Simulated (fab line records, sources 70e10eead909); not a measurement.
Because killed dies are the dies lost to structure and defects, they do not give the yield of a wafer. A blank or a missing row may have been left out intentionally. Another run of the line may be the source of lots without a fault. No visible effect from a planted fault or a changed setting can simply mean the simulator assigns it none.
Struck lot and sound lot, side by side | flow nand-harc | 40 steps out of a route of 1159
Sound: wafers L643.2, L643.4, L643.5. Struck: wafer L658.1; the same lot's L658.6 was not struck, so it is left out; see the end for the cause.
At each step with rows: each side's tool, then ch and its chambers, then its first start. Under that, the readings that differ: sound wafers | struck wafers | difference of the means | sigmas: that difference in standard deviations of wafers without a fault.
alike: a reading whose means differ by less than 2 such deviations, as well as words and numbers matching on both sides. not compared: withheld readings; readings where some wafer has no value; bounds like >300 that might hide an equal value; numbers whose values overlap and for which the record gives no deviation.
Wherever a step has rows on one side only, a row that says differs or no value, or a row with sigmas, the two part there. When numbers do not overlap yet have no deviation, they are printed without sigmas and do not part them. A reading that every wafer of one side lacks parts them only if that side has two wafers or more.

first, 2 steps without rows for these wafers: NHARC_A_STAIRCASE_SRD_154; NHARC_A_STAIRCASE_ETCH_403 (etches SiO2 in dHF, target depth 108.2 nm).
NHARC_A_STAIRCASE_ETCHBACK_422: etches the open film in CH3F/O2, target depth 40 nm, time 74.286 s.
  sound on rie-diel-06 ch 0,1,3, day 14 05:22; struck on rie-diel-07 ch 0, day 17 20:24
  alike: drypump-motor-current-A, oes-product-au, rf-fwd-power-W, rf-vpp-V, showerhead-plenum-p-Torr, throttle-valve-pct
  not compared: rf-hours-counter-h
then, 3 steps without rows for these wafers: NHARC_A_STAIRCASE_ETCH_423 (etches SiO2 in dHF, target depth 30 nm); NHARC_A_STAIRCASE_ETCHBACK_157 (etches the open film in CH3F/O2, target depth 90 nm, time 167.14 s); NHARC_A_STAIRCASE_STRIP_475 (strips in O2, time 20 s).
NHARC_A_STAIRCASE_DEP_471: deposits SiO2, target thk 100 nm.
  sound on pecvd-04 ch 1,2, day 14 05:59; struck on pecvd-03 ch 1, day 17 21:08
  alike: heater-power-outer-w, heater-power-w, mfc-precursor-sccm, rf-fwd-power-W, throttle-valve-pct
  not compared: since-wet-clean-h
then, 2 steps without rows for these wafers: NHARC_A_STAIRCASE_CMP_472 (polishes SiO2); NHARC_A_STAIRCASE_SRD_474.
NHARC_A_STAIRCASE_INSPECT_155:
  sound: defect-inspect-02 at day 14 06:35; struck: defect-inspect-02 at day 17 21:44
  alike: raw-defect-count
NHARC_A_SGD_CUT_DEP_00: deposits SiNx, target thk 50 nm.
  sound on pecvd-04 ch 0,1, day 14 06:43; struck on pecvd-01 ch 0, day 17 21:52
  alike: heater-power-outer-w, heater-power-w, rf-fwd-power-W
  not compared: since-wet-clean-h
then, 10 steps without rows for these wafers: NHARC_A_SGD_CUT_DEHYDRATE_01 (time 120 s); NHARC_A_SGD_CUT_HMDS_02 (time 30 s); NHARC_A_SGD_CUT_COAT_56 (time 75 s); NHARC_A_SGD_CUT_COAT_57 (time 65 s); NHARC_A_SGD_CUT_COAT_03 (resist thk 90 nm); NHARC_A_SGD_CUT_SOFTBAKE_04 (time 55 s); NHARC_A_SGD_CUT_EBR_05; NHARC_A_SGD_CUT_EXPOSE_06 (exposes mask SGD); NHARC_A_SGD_CUT_PEB_07 (peb time 65 s); NHARC_A_SGD_CUT_DEVELOP_08 (develop time 35 s).
NHARC_A_SGD_CUT_CD_MEAS_09: the cd target is 100 nm.
  sound on cd-sem-01 ch 0, day 14 07:23; struck on cd-sem-03 ch 0, day 17 22:32
  alike: cd-nm
NHARC_A_SGD_CUT_OVL_MEAS_10:
  sound: overlay-01 at day 14 07:29; struck: overlay-01 at day 17 22:38
  alike: overlay-x-nm, overlay-y-nm
NHARC_A_SGD_CUT_INSPECT_11:
  sound: defect-inspect-02 at day 14 07:31; struck: defect-inspect-02 at day 17 22:40
  alike: raw-defect-count
NHARC_A_SGD_CUT_DESCUM_14: chemistry O2, time 3 s.
  sound on rie-diel-04 ch 0,2, day 14 07:35; struck on rie-diel-02 ch 0, day 17 22:44
  reading                         | sound                | struck | difference | sigmas
  showerhead-plenum-p-Torr (Torr) | 1.96 1.97 1.97       | 1.82   | -0.15      | -2
  throttle-valve-pct (%)          | 11.309 11.324 11.315 | 11.297 | -0.019     | -2
  alike: drypump-motor-current-A, oes-product-au, rf-vpp-V
  not compared: rf-hours-counter-h
NHARC_A_SGD_CUT_ETCH_58: etches the open film in CF4, target depth 39 nm, time 65 s.
  sound on rie-diel-04 ch 0,1, day 14 07:40; struck on rie-diel-02 ch 1, day 17 22:49
  alike: drypump-motor-current-A, oes-product-au, rf-fwd-power-W, rf-vpp-V, showerhead-plenum-p-Torr, throttle-valve-pct
  not compared: rf-hours-counter-h
NHARC_A_SGD_CUT_ETCH_59: etches the open film in N2/H2, target depth 260 nm, time 406.25 s.
  sound on rie-diel-04 ch 1,3; struck on rie-diel-02 ch 3
  alike: drypump-motor-current-A, oes-product-au, rf-fwd-power-W, rf-vpp-V, showerhead-plenum-p-Torr, throttle-valve-pct
  not compared: rf-hours-counter-h
then, 12 steps without rows for these wafers: NHARC_A_SGD_CUT_ETCH_15 (etches the open film in CH3F/O2, target depth 75 nm, time 64.3 s); NHARC_A_SGD_CUT_ETCH_16 (etches the open film in C4F8/O2/Ar, target depth 310.5 nm, time 155.2 s); NHARC_A_SGD_CUT_STRIP_60 (strips in C4F8/O2/Ar); NHARC_A_SGD_CUT_STRIP_17 (strips in O2); NHARC_A_SGD_CUT_PRECLEAN_18 (cleans in SC1); NHARC_A_SGD_CUT_SRD_19; NHARC_A_SGD_CUT_DEP_20 (deposits SiO2, target thk 150 nm); NHARC_A_SGD_CUT_ANNEAL_27 (time 1800 s); NHARC_A_SGD_CUT_CMP_21 (polishes, target thk 148.19 nm); NHARC_A_SGD_CUT_SRD_23; NHARC_A_SGD_CUT_ETCH_26 (etches SiO2 in dHF, target depth 45.8 nm); NHARC_A_SGD_CUT_ETCHBACK_24 (etches the open film in CH3F/O2, target depth 50 nm, time 92.857 s).
-- break in the record here, with 6 days between the starts of the struck wafers on either side (left off in module A_SGD_CUT, picked up again in module END, where the first step shown is number 1159 on the route) --
NHARC_END_SORT_01:
  only the struck wafers appear in the record here, on prober-01 ch 0 at day 23 18:54; the sound ones have no rows

WHERE THEY PART
Last at NHARC_END_SORT_01 as far as this record goes, first at NHARC_A_SGD_CUT_DESCUM_14.

WHY: the cause the simulator had injected
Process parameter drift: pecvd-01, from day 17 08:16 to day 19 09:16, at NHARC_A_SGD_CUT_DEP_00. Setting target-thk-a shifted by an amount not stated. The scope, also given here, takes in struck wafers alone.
